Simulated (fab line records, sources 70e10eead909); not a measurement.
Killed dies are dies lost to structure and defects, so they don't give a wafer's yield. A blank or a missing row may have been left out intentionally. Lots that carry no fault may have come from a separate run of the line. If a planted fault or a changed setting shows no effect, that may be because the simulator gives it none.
Which of the tools did it? :: flow nand harc :: route of 1302 steps, sampled at 1 step: 24 lots, 72 wafers

WHAT THE GAUGES SHOWED, per wafer
NHARC_A_CONTACT_CD_MEAS_15.
lot: L074
measured: day 22 20:50
on: cd sem-03
cd nm (nm): 190.1 190.4 190.0

lot: L075
measured: day 23 07:31
on: cd sem-01
cd nm (nm): 189.5 190.0 190.3

lot: L076
measured: day 23 16:53
on: cd sem-01
cd nm (nm): 188.5 188.5 189.7

lot: L078
measured: day 23 22:40
on: cd sem-01
cd nm (nm): 191.0 191.5 190.4

lot: L077
measured: day 23 23:07
on: cd sem-03
cd nm (nm): 190.3 188.7 190.0

lot: L079
measured: day 24 04:54
on: cd sem-02
cd nm (nm): 189.7 190.6 189.1

lot: L080
measured: day 24 21:03
on: cd sem-02
cd nm (nm): 189.4 189.0 189.8

lot: L081
measured: day 25 00:13
on: cd sem-02
cd nm (nm): 190.7 190.3 189.7

lot: L082
measured: day 25 21:47
on: cd sem-03
cd nm (nm): 189.0 189.2 189.1

lot: L083
measured: day 26 20:22
on: cd sem-02
cd nm (nm): 189.5 190.2 190.3

lot: L084
measured: day 27 01:59
on: cd sem-02
cd nm (nm): 188.8 189.4 189.8

lot: L085
measured: day 27 03:38
on: cd sem-01
cd nm (nm): 189.5 189.3 189.5

lot: L086
measured: day 28 01:58
on: cd sem-03
cd nm (nm): 190.0 189.4 190.5

lot: L087
measured: day 28 05:41
on: cd sem-01
cd nm (nm): 191.2 190.1 190.8

lot: L088
measured: day 28 11:23
on: cd sem-01
cd nm (nm): 190.2 190.0 190.3

lot: L089
measured: day 28 17:28
on: cd sem-02
cd nm (nm): 190.7 189.6 188.8

lot: L090
measured: day 28 19:09
on: cd sem-01
cd nm (nm): 191.2 190.2 191.0

lot: L091
measured: day 29 11:40
on: cd sem-03
cd nm (nm): 190.1 190.8 190.5

lot: L092
measured: day 29 12:58
on: cd sem-03
cd nm (nm): 190.7 189.7 190.4

lot: L093
measured: day 30 03:41
on: cd sem-01
cd nm (nm): 190.2 189.8 191.1

lot: L095
measured: day 30 18:11
on: cd sem-02
cd nm (nm): 188.9 188.8 188.7

lot: L096
measured: day 30 19:49
on: cd sem-01
cd nm (nm): 189.6 190.3 190.7

lot: L094
measured: day 31 08:15
on: cd sem-03
cd nm (nm): 189.0 190.4 188.9

lot: L097
measured: day 31 20:39
on: cd sem-03
cd nm (nm): 190.2 189.5 190.1

WHAT TOOL EACH LOT RAN ON (gives the tool, then ch and the chambers of the sampled wafers, and finally the start)
Before these readings, the record contains no process step.

WHAT THE TOOLS THEMSELVES READ (means of the sampled wafers that have a number; where no wafer has one, the mark that the record gives instead)
The record holds no such reading with a usual standard deviation.

THE ANSWER, worked out from the rows above alone
Rule: the lots themselves supply what counts as usual. Put in order of their means at a reading, lots are off if they are a third of the lots or fewer, leave a main group of 4 or more, and stand apart from it by a gap of 3 or more times the standard deviation of the main group's means; of several such gaps the widest counts. Not used: any main group whose means are identical at the precision the tables above print for the reading. A lot without any number at a reading at which 4 lots or more have one is off too. The other lots that the step has rows for count as sound. Order of review: gauges by route order, followed by the tools' own readings, for which a lot's mean as printed above is used. At the first step where some lot is off, the reading lying furthest off is the one used; lots without a number count as furthest.
Across all readings shown, no lot is off: no conclusion can be drawn from this.

WHAT THE SIMULATOR PUT IN
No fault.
